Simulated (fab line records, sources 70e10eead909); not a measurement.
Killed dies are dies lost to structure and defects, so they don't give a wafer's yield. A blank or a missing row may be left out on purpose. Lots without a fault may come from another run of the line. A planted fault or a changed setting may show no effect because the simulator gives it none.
Which tool did it? | flow nand_harc | 14 lots, 42 wafers sampled, at 4 steps of a route of 1302

WHAT THE GAUGES READ, wafer by wafer
NHARC_P_GATE_CD_MEAS_46: target cd 720 nm. Usual: cd_nm 721.1 nm, standard deviation 2.3.
lot  | measured     | on        | cd_nm (nm)        | flag
L260 | day 5 09:19  | cd_sem-02 | 721.2 723.7 721.5 |
L261 | day 5 22:04  | cd_sem-01 | 718.4 720.7 720.0 |
L263 | day 6 16:32  | cd_sem-03 | 724.0 724.2 724.7 |
L265 | day 7 11:49  | cd_sem-03 | 722.8 725.0 720.1 |
L267 | day 8 12:46  | cd_sem-01 | 720.9 716.8 719.1 |
L268 | day 9 03:36  | cd_sem-02 | 721.2 720.1 721.5 |
L270 | day 9 23:40  | cd_sem-03 | 722.5 721.3 721.5 |
L271 | day 10 07:32 | cd_sem-02 | 720.7 721.9 718.5 |
L272 | day 10 15:14 | cd_sem-01 | 722.8 718.6 718.7 |
L273 | day 11 19:42 | cd_sem-02 | 722.9 722.1 719.5 |
L275 | day 11 20:59 | cd_sem-02 | 718.0 718.5 720.7 |
L276 | day 12 04:49 | cd_sem-03 | 721.8 723.7 717.9 |
L277 | day 12 14:37 | cd_sem-01 | 725.4 724.9 724.1 |
L282 | day 14 22:50 | cd_sem-01 | 723.9 717.0 717.6 |

NHARC_P_CONTACT_OVL_MEAS_13. Usual: overlay_x_nm -0.1 nm, standard deviation 0.77; overlay_y_nm -0.1 nm, standard deviation 0.86.
lot  | measured     | on         | overlay_x_nm (nm) | overlay_y_nm (nm) | flag
L260 | day 5 17:35  | overlay-01 | 0.3 0.7 0.7       | -0.9 -0.6 -0.6    |
L261 | day 6 06:32  | overlay-01 | 0.4 0.0 0.6       | -0.6 -0.1 -0.9    |
L263 | day 7 00:42  | overlay-01 | 1.0 1.0 0.5       | -0.6 -0.6 -0.7    |
L265 | day 7 23:07  | overlay-02 | -0.2 0.4 0.4      | -0.3 -1.1 -0.9    |
L267 | day 8 20:46  | overlay-01 | -1.5 -0.5 -0.5    | 1.5 1.2 1.7       |
L268 | day 9 11:49  | overlay-01 | -0.8 -0.3 -0.5    | 0.6 0.8 0.7       |
L270 | day 10 07:57 | overlay-01 | 0.9 0.7 0.2       | -0.4 0.0 -0.8     |
L271 | day 10 15:43 | overlay-01 | 1.3 1.0 1.1       | 0.0 0.4 0.1       |
L272 | day 10 23:24 | overlay-01 | -0.6 -0.7 -0.2    | -0.5 -0.7 -0.6    |
L273 | day 12 03:47 | overlay-01 | -0.3 -0.1 1.0     | -0.3 -0.1 0.4     |
L275 | day 12 05:09 | overlay-01 | -1.1 -1.7 -1.3    | 0.9 1.1 1.1       |
L276 | day 12 12:55 | overlay-01 | 0.2 0.6 1.0       | -0.6 -0.2 -0.4    |
L277 | day 12 22:38 | overlay-02 | 0.2 0.5 0.5       | 0.2 0.0 0.2       |
L282 | day 15 07:03 | overlay-02 | 0.1 -0.4 -0.4     | 0.0 0.1 0.2       |

WHICH TOOL RAN EACH LOT (tool, then ch and the chambers of the sampled wafers, then the start)
lot  | NHARC_P_GATE_STRIP_113               | NHARC_P_CONTACT_DEP_30
L260 | plasma_asher-02 ch 0,1, day 5 13:28  | pecvd-04 ch 0,1, day 5 15:59
L261 | plasma_asher-02 ch 0,1, day 6 02:17  | pecvd-02 ch 0,1, day 6 04:58
L263 | plasma_asher-01 ch 0,1, day 6 20:34  | pecvd-02 ch 0,1,2, day 6 23:06
L265 | plasma_asher-01 ch 0, day 7 18:50    | pecvd-01 ch 0,1, day 7 21:28
L267 | plasma_asher-01 ch 0,1, day 8 16:32  | pecvd-04 ch 0,1,2, day 8 19:07
L268 | plasma_asher-02 ch 0,1, day 9 07:42  | pecvd-02 ch 0,1,2, day 9 10:19
L270 | plasma_asher-01 ch 0,1, day 10 03:34 | pecvd-02 ch 0,1,2, day 10 06:17
L271 | plasma_asher-01 ch 0,1, day 10 11:26 | pecvd-01 ch 0,1, day 10 14:04
L272 | plasma_asher-01 ch 0,1, day 10 19:08 | pecvd-01 ch 0,1, day 10 21:46
L273 | plasma_asher-01 ch 0,1, day 11 23:53 | pecvd-04 ch 0,2, day 12 02:17
L275 | plasma_asher-01 ch 0,1, day 12 01:07 | pecvd-01 ch 0,1,2, day 12 03:38
L276 | plasma_asher-02 ch 0,1, day 12 08:56 | pecvd-02 ch 1,2, day 12 11:25
L277 | plasma_asher-02 ch 0,1, day 12 18:30 | pecvd-02 ch 0,2, day 12 21:02
L282 | plasma_asher-01 ch 0,1, day 15 03:11 | pecvd-02 ch 0,1,2, day 15 05:32
- NHARC_P_GATE_STRIP_113: strips in N2/H2, time 740 s.
- NHARC_P_CONTACT_DEP_30: deposits SiNx, target thk 30 nm.

WHAT THE TOOLS THEMSELVES READ (means of the sampled wafers that have a number; where no wafer has one, the mark that the record gives instead)
NHARC_P_GATE_STRIP_113. Usual: drypump_motor_current_A 5.58 A, standard deviation 0.18; heater_power_w 88.1 W, standard deviation 2.4.
lot  | tool            | drypump_motor_current_A (A) | heater_power_w (W) | flag
L260 | plasma_asher-02 | 5.52                        | 86.0               |
L261 | plasma_asher-02 | 5.49                        | 84.9               |
L263 | plasma_asher-01 | 5.70                        | 90.3               |
L265 | plasma_asher-01 | 5.81                        | 89.4               |
L267 | plasma_asher-01 | 5.70                        | 88.8               |
L268 | plasma_asher-02 | 5.42                        | 83.4               |
L270 | plasma_asher-01 | 5.68                        | 87.9               |
L271 | plasma_asher-01 | 5.67                        | 88.2               |
L272 | plasma_asher-01 | 5.58                        | 88.0               |
L273 | plasma_asher-01 | 5.56                        | 87.5               |
L275 | plasma_asher-01 | 5.68                        | 88.2               |
L276 | plasma_asher-02 | 5.50                        | 90.1               |
L277 | plasma_asher-02 | 5.52                        | 91.1               |
L282 | plasma_asher-01 | 5.57                        | 87.6               |

NHARC_P_CONTACT_DEP_30. Usual: heater_power_outer_w 438 W, standard deviation 51; heater_power_w 728 W, standard deviation 96.
lot  | tool     | heater_power_outer_w (W) | heater_power_w (W) | flag
L260 | pecvd-04 | 461                      | 813                |
L261 | pecvd-02 | 430                      | 693                |
L263 | pecvd-02 | 438                      | 717                |
L265 | pecvd-01 | 453                      | 741                |
L267 | pecvd-04 | 415                      | 702                |
L268 | pecvd-02 | 447                      | 723                |
L270 | pecvd-02 | 436                      | 699                |
L271 | pecvd-01 | 449                      | 729                |
L272 | pecvd-01 | 446                      | 723                |
L273 | pecvd-04 | -                        | -                  | OFF
L275 | pecvd-01 | -                        | -                  | OFF
L276 | pecvd-02 | 419                      | 687                |
L277 | pecvd-02 | 456                      | 739                |
L282 | pecvd-02 | 399                      | 662                |

THE ANSWER, worked out from the rows above alone
Rule: a lot is off if the mean of its wafers that have a number lies more than 3 standard deviations from the usual mean. A lot without any number at a reading at which 4 lots or more have one is off too. The other lots that the step has rows for count as sound. The gauges are gone through in route order, then the tools' own readings, and for those a lot's mean is taken as printed above. The first step at which some lot is off is used, and at that step the reading that is off furthest; a lot without a number counts as furthest.
Off: L273, L275, at NHARC_P_CONTACT_DEP_30 (heater_power_outer_w). Without a number there: L273, L275.
A tool fits if, at that step or a process step before it, it ran every lot that is off, and no sound lot after the first of them. None of those tried fits.

WHAT THE SIMULATOR HAD PUT IN
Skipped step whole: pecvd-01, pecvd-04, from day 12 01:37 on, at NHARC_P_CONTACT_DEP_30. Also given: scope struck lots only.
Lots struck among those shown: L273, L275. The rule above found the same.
